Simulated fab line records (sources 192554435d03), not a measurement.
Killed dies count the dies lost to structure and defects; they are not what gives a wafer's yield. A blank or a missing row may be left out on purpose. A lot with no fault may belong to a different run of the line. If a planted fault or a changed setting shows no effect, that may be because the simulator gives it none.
fab line records	flow n5_finfet
record lots=7	wafers=39
route steps=1938 shown BEOL_M5@1191 BEOL_M9@1401 BEOL_M12@1616 BEOL_M14@1749
start_h: start of the lot's first displayed wafer, in hours after the record's first day	wait_h: time in hours since the lot's previous step	" the same as in the row above	L1.1+2: a row that stands for several wafers	- either no value or no given start	* or withheld: withheld	< > ~ a bound
route shown NAME@n: a module of which the file shows steps, and the number in the route of the first	usual: the fault-free wafers' mean and standard deviation	same: alike in all rows	chamber/n: place in a boat	sites: each site's reading	_std_site: the standard deviation of these	_edge_site: inner sites' mean taken away from outer sites' mean	radius_mm: how far each site lies from the wafer's centre	mask NAME#n: copy n	behind: tool/chamber where the wafer was last shaped	hold: the reason the lot was held/the length of the hold in hours/how it ended	device: whichever transistor did not switch (one of n, p or np)	end of line: tests run on the same wafers once the route is complete	where a step has no rows: the recipe by itself	killed: the dies lost at the first sort to structure and to defects; this is not the yield of the wafer	map: a wafer's dies, marking killed ones x, the rest . and places with no die _
set.NAME: setting as actually run; set.NAME@STEP: the setting as run at that earlier step	model.NAME: the simulator's own value behind a step, which no gauge read
lots whose settings were changed on purpose; a table a step, a row a wafer
## steps
# step N5_BEOL_M5_DEP_56
# recipe material=SiCN	target_thk_a=80	temp_c=withheld	precursor=3MS/NH3	pressure_torr=3	rf_w=202	time_s=14
lot.wafer	tool	chamber	start_h	wait_h	set.target_thk_a	model.SiCN_of_BEOL_M5_DEP_56.thk_nm
L078.1+3+4	pecvd-02	0,2,0	191.79	0.0	80	8
L078.2+5	"	1	"	"	106.5	10.4
L078.6	"	2	"	"	106.5	10.6
L083.1	pecvd-01	2	238.00	0.0	34.73	3.6
L083.2	"	0	"	"	34.73	3.4
L083.3	"	1	"	"	80	8.2
L083.4+5	"	2,1	"	"	80	8.4
L083.6	"	0	"	"	34.73	3.8
L085.1+6	pecvd-01	1,0	242.78	0.0	63.56	6.6
L085.2	"	2	"	"	63.56	6.4
L085.3	"	0	"	"	80	8
L085.4+5	"	1,2	"	"	80	8.2
L087.1+3+4	pecvd-02	0,1,1	243.22	0.0	64.75	6.4
L087.2+5	"	2	"	"	80	8
L087.6	"	0	"	"	80	8.2
L091.2+3	pecvd-02	1,2	282.14	0.0	80	8
L091.5	"	1	"	"	80	8.2
L097.1+5+6	pecvd-01	2,2,1	316.55	0.0	80	8
L097.2+3+4	"	1,2,1	"	"	80	8.2
L096.1+5	pecvd-01	1,0	330.45	0.0	80	8.2
L096.2+3	"	0,2	"	"	107.2	10.8
L096.4	"	1	"	"	107.2	11
L096.6	"	2	"	"	80	8.4
# step N5_BEOL_M9_ILD_DEP_00
# recipe material=SiCOH_lowk	target_thk_a=3085.1	temp_c=300	precursor=DEMS/porogen	pressure_torr=5	rf_w=500	time_s=58
lot.wafer	tool	chamber	start_h	wait_h	set.time_s	model.SiCOH_lowk_of_BEOL_M9_ILD_DEP_00.thk_nm
L078.1	pecvd-03	0	213.51	0.0	58	310.4
L078.2	"	2	"	"	87.18	458
L078.3	"	1	"	"	87.18	461
L078.4	"	1	"	"	58	316.8
L078.5	"	0	"	"	58	312
L078.6	"	2	"	"	87.18	468.2
L083.1	pecvd-01	1	261.47	0.0	71.75	374.2
L083.2	"	0	"	"	71.75	372.6
L083.3	"	2	"	"	58	304.6
L083.4	"	0	"	"	58	305
L083.5	"	2	"	"	71.75	379.8
L083.6	"	1	"	"	58	307
L085.1	pecvd-03	0	265.29	0.0	58	303.2
L085.2	"	1	"	"	58	304.4
L085.3	"	2	"	"	58	307
L085.4+5	"	1,2	"	"	58	311.2
L085.6	"	0	"	"	58	305.2
L087.1	pecvd-03	2	265.74	0.0	32.3	171.2
L087.2	"	0	"	"	58	304.8
L087.3	"	1	"	"	32.3	176.6
L087.4	"	1	"	"	58	314.8
L087.5	"	0	"	"	58	312
L087.6	"	2	"	"	32.3	173.6
L091.2	pecvd-03	2	308.89	0.0	58	303.6
L091.3	"	1	"	"	58	305.4
L091.5	"	0	"	"	58	305.2
L097.1	pecvd-01	2	341.12	0.0	38.42	206.8
L097.2	"	0	"	"	38.42	207.8
L097.3	"	1	"	"	58	307.6
L097.4	"	1	"	"	58	312.4
L097.5	"	0	"	"	58	310.6
L097.6	"	2	"	"	38.42	209.6
L096.1	pecvd-01	2	361.15	0.0	71.36	376.8
L096.2	"	1	"	"	58	304.8
L096.3	"	0	"	"	71.36	371.8
L096.4	"	1	"	"	58	310.4
L096.5	"	0	"	"	58	309.2
L096.6	"	2	"	"	71.36	381.2
# step N5_BEOL_M9_CURE_71
# recipe temp_c=385	time_s=240	ambient=He/Ar	material=SiCOH_lowk
lot.wafer	tool	chamber	start_h	wait_h	set.time_s@BEOL_M9_ILD_DEP_00	model.SiCOH_lowk_of_BEOL_M9_ILD_DEP_00.thk_nm
L078.1	uv_cure-03	1	213.59	0.0	58	269.6
L078.2	"	1	"	"	87.18	401.2
L078.3	"	1	"	"	87.18	403.8
L078.4	"	1	"	"	58	275.2
L078.5	"	1	"	"	58	271
L078.6	"	1	"	"	87.18	410.4
L083.1	uv_cure-02	1	261.55	0.0	71.75	326.2
L083.2	"	1	"	"	71.75	324.8
L083.3	"	1	"	"	58	264.6
L083.4	"	1	"	"	58	265
L083.5	"	1	"	"	71.75	331.2
L083.6	"	1	"	"	58	266.6
L085.1	uv_cure-02	0	265.37	0.0	58	263.2
L085.2	"	0	"	"	58	264.4
L085.3	"	0	"	"	58	266.6
L085.4+5	"	0	"	"	58	270.4
L085.6	"	0	"	"	58	265.2
L087.1	uv_cure-01	2	265.82	0.0	32.3	147.6
L087.2	"	2	"	"	58	264.6
L087.3	"	2	"	"	32.3	152.2
L087.4	"	2	"	"	58	273.4
L087.5	"	2	"	"	58	271.2
L087.6	"	2	"	"	32.3	149.6
L091.2	uv_cure-01	2	309.05	0.1	58	263.6
L091.3	"	2	"	"	58	265.2
L091.5	"	2	"	"	58	265
L097.1	uv_cure-01	2	341.26	0.1	38.42	178.6
L097.2	"	2	"	"	38.42	179.4
L097.3	"	2	"	"	58	267.2
L097.4	"	2	"	"	58	271.4
L097.5	"	2	"	"	58	270
L097.6	"	2	"	"	38.42	181
L096.1	uv_cure-03	1	361.29	0.1	71.36	328.6
L096.2	"	1	"	"	58	264.8
L096.3	"	1	"	"	71.36	324.2
L096.4	"	1	"	"	58	269.6
L096.5	"	1	"	"	58	268.6
L096.6	"	1	"	"	71.36	332.4
# step N5_BEOL_M9_THK_MEAS_01
# recipe reads=SiCOH_lowk_of_BEOL_M9_ILD_DEP_00
# usual M9_ILD_THK=269/3.2
lot.wafer	tool	chamber	start_h	wait_h	set.time_s@BEOL_M9_ILD_DEP_00	M9_ILD_THK[nm]
L078.1	film_metro-02	-	214.10	0.4	58	270
L078.2	"	-	"	"	87.18	401
L078.3	"	-	"	"	87.18	404
L078.4	"	-	"	"	58	275
L078.5	"	-	"	"	58	271
L078.6	"	-	"	"	87.18	411
L083.1	film_metro-01	-	262.06	0.4	71.75	327
L083.2	"	-	"	"	71.75	325
L083.3	"	-	"	"	58	265
L083.4	"	-	"	"	58	265
L083.5	"	-	"	"	71.75	331
L083.6	"	-	"	"	58	267
L085.1	film_metro-01	-	265.88	0.4	58	263
L085.2	"	-	"	"	58	264
L085.3	"	-	"	"	58	267
L085.4	"	-	"	"	58	271
L085.5	"	-	"	"	58	270
L085.6	"	-	"	"	58	265
L087.1	film_metro-01	-	266.46	0.6	32.3	148
L087.2	"	-	"	"	58	265
L087.3	"	-	"	"	32.3	152
L087.4	"	-	"	"	58	273
L087.5	"	-	"	"	58	271
L087.6	"	-	"	"	32.3	149
L091.2	film_metro-02	-	309.48	0.4	58	264
L091.3	"	-	"	"	58	265
L091.5	"	-	"	"	58	265
L097.1	film_metro-01	-	341.77	0.4	38.42	178
L097.2	"	-	"	"	38.42	180
L097.3	"	-	"	"	58	267
L097.4	"	-	"	"	58	272
L097.5	"	-	"	"	58	270
L097.6	"	-	"	"	38.42	181
L096.1	film_metro-02	-	361.80	0.4	71.36	329
L096.2	"	-	"	"	58	265
L096.3	"	-	"	"	71.36	324
L096.4	"	-	"	"	58	270
L096.5	"	-	"	"	58	269
L096.6	"	-	"	"	71.36	332
# step N5_BEOL_M12_ETCH_59
# recipe chemistry=N2/H2	target=BARC	target_depth_a=890	overetch_a=267	time_s=67.9	ion_energy_ev=200	pressure_mtorr=30	source_w=840	bias_w=150	n2_flow_sccm=200	h2_flow_sccm=200
lot.wafer	tool	chamber	start_h	wait_h	set.target_depth_a	model.coat_of_BEOL_M12_COAT_04.thk_nm
L078.1+3	rie_diel-02	2,3	238.40	0.0	890	317.2
L078.2	"	0	"	"	890	321
L078.4	"	1	"	"	890	317.4
L078.5	"	2	"	"	890	316.4
L078.6	"	3	"	"	890	315.6
L083.1	rie_diel-02	3	284.62	0.0	890	318.4
L083.2	"	2	"	"	890	319
L083.3	"	1	"	"	890	319.4
L083.4	"	0	"	"	890	322.4
L083.5	"	0	"	"	890	321.8
L083.6	"	3	"	"	890	318
L087.1	rie_diel-02	2	288.97	0.0	890	318.8
L087.2+6	"	3	"	"	890	319.4
L087.3	"	1	"	"	890	318.6
L087.4	"	2	"	"	890	319.6
L087.5	"	1	"	"	890	317.8
L085.1	rie_diel-05	1	290.42	0.0	1164	303.4
L085.2	"	2	"	"	890	317.8
L085.3	"	0	"	"	1164	302.2
L085.4	"	3	"	"	890	316.4
L085.5	"	0	"	"	890	318.2
L085.6	"	3	"	"	1164	301.6
L091.2	rie_diel-05	1	338.80	0.0	890	319.4
L091.3	"	2	"	"	890	318.2
L091.5	"	3	"	"	890	317.4
L097.1	rie_diel-05	3	367.92	0.0	1037	308.8
L097.2	"	1	"	"	890	318.6
L097.3	"	2	"	"	890	316.8
L097.4+6	"	0,1	"	"	1037	309.8
L097.5	"	2	"	"	890	318.4
L096.1+4	rie_diel-05	2,0	383.98	0.0	890	315.8
L096.2	"	3	"	"	890	315.2
L096.3	"	1	"	"	890	317.6
L096.5	"	3	"	"	890	316
L096.6	"	0	"	"	890	317
# step N5_BEOL_M14_DESCUM_33
# recipe chemistry=O2	time_s=7.9	source_power_w=50	bias_power_w=20	pressure_mtorr=20	rf_frequency_hz=2.712e+07	temp_c=40	o2_flow_sccm=225
lot.wafer	tool	chamber	start_h	wait_h	set.time_s	model.coat_of_BEOL_M14_COAT_22.thk_nm
L078.1	rie_diel-02	1	254.71	0.0	7.9	282.8
L078.2	"	2	"	"	4.596	285
L078.3	"	3	"	"	4.596	284.4
L078.4	"	0	"	"	4.596	284.6
L078.5	"	2	"	"	7.9	283.4
L078.6	"	1	"	"	7.9	283.6
L083.1+2	rie_diel-02	3,2	295.08	0.0	7.9	283.6
L083.3+6	"	1,3	"	"	3.774	284.8
L083.4	"	2	"	"	7.9	284.2
L083.5	"	1	"	"	3.774	285
L087.1	rie_diel-05	2	303.84	0.3	7.9	283
L087.2+3	"	1,0	"	"	11.62	281.6
L087.4	"	3	"	"	7.9	282.8
L087.5	"	0	"	"	11.62	281.8
L087.6	"	3	"	"	7.9	283.2
L085.1+2	rie_diel-02	2,3	305.36	0.2	12.58	280
L085.3	"	1	"	"	12.58	280.4
L085.4	"	2	"	"	7.9	283.2
L085.5	"	3	"	"	7.9	283.6
L085.6	"	1	"	"	7.9	282.8
L091.2+3	rie_diel-02	3,1	353.18	0.3	7.9	284.4
L091.5	"	0	"	"	7.9	285
L097.1+3	rie_diel-06	0,3	379.36	0.0	7.9	283.2
L097.2	"	1	"	"	3.262	285.6
L097.4	"	1	"	"	7.9	282.6
L097.5	"	0	"	"	3.262	285.2
L097.6	"	3	"	"	3.262	284.8
L096.1+5	rie_diel-06	2,3	396.39	0.0	11.8	280.8
L096.2+4+6	"	3,1,2	"	"	7.9	282.2
L096.3	"	0	"	"	11.8	280
# step N5_BEOL_M14_ETCH_67
# recipe chemistry=CF4	target=SiARC	target_depth_a=1430	time_s=238.3	ion_energy_ev=80	pressure_mtorr=40	source_w=545	bias_w=36	Ar_flow_sccm=100	cf4_flow_sccm=100	ends=cleared
lot.wafer	tool	chamber	start_h	wait_h	set.time_s@BEOL_M14_DESCUM_33	model.coat_of_BEOL_M14_COAT_22.thk_nm
L078.1	rie_diel-02	1	254.75	0.0	7.9	211.2
L078.2	"	2	"	"	4.596	213.6
L078.3	"	3	"	"	4.596	213
L078.4	"	0	"	"	4.596	213.4
L078.5+6	"	2,1	"	"	7.9	211.8
L083.1	rie_diel-02	3	295.12	0.0	7.9	212.2
L083.2	"	2	"	"	7.9	211.8
L083.3	"	1	"	"	3.774	213.2
L083.4	"	2	"	"	7.9	212.6
L083.5+6	"	1,3	"	"	3.774	213.4
L087.1	rie_diel-05	2	303.87	0.0	7.9	211.6
L087.2+3	"	1,0	"	"	11.62	210
L087.4	"	3	"	"	7.9	211.2
L087.5	"	0	"	"	11.62	210.4
L087.6	"	3	"	"	7.9	211.8
L085.1+2	rie_diel-02	2,3	305.40	0.0	12.58	208.4
L085.3	"	1	"	"	12.58	208.6
L085.4	"	2	"	"	7.9	211.6
L085.5	"	3	"	"	7.9	212.2
L085.6	"	1	"	"	7.9	211.2
L091.2+3	rie_diel-02	3,1	353.22	0.0	7.9	213.2
L091.5	"	0	"	"	7.9	213.6
L097.1	rie_diel-06	0	379.40	0.0	7.9	211.8
L097.2	"	1	"	"	3.262	214.2
L097.3	"	3	"	"	7.9	212
L097.4	"	1	"	"	7.9	211.4
L097.5	"	0	"	"	3.262	213.8
L097.6	"	3	"	"	3.262	213.6
L096.1+5	rie_diel-06	2,3	396.43	0.0	11.8	209
L096.2+6	"	3,2	"	"	7.9	210.2
L096.3	"	0	"	"	11.8	208.2
L096.4	"	1	"	"	7.9	210.4
## key
split step=N5_BEOL_M5_DEP_56	setting=target_thk_a	stated=80	by=wafer
response step=N5_BEOL_M5_DEP_56	reading=model.SiCN_of_BEOL_M5_DEP_56.thk_nm	change=+0.0805	per=1%	r=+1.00
split step=N5_BEOL_M9_ILD_DEP_00	setting=time_s	stated=58	by=wafer
response step=N5_BEOL_M9_ILD_DEP_00	reading=model.SiCOH_lowk_of_BEOL_M9_ILD_DEP_00.thk_nm	change=+3.01	per=1%	r=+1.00
response step=N5_BEOL_M9_CURE_71	reading=model.SiCOH_lowk_of_BEOL_M9_ILD_DEP_00.thk_nm	change=+2.66	per=1%	r=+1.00
response step=N5_BEOL_M9_THK_MEAS_01	reading=M9_ILD_THK	change=+2.67	per=1%	r=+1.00
split step=N5_BEOL_M12_ETCH_59	setting=target_depth_a	stated=890	by=wafer
response step=N5_BEOL_M12_ETCH_59	reading=model.coat_of_BEOL_M12_COAT_04.thk_nm	change=-0.495	per=1%	r=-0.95
split step=N5_BEOL_M14_DESCUM_33	setting=time_s	stated=7.9	by=wafer
response step=N5_BEOL_M14_DESCUM_33	reading=model.coat_of_BEOL_M14_COAT_22.thk_nm	change=-0.0354	per=1%	r=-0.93
response step=N5_BEOL_M14_ETCH_67	reading=model.coat_of_BEOL_M14_COAT_22.thk_nm	change=-0.0366	per=1%	r=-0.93
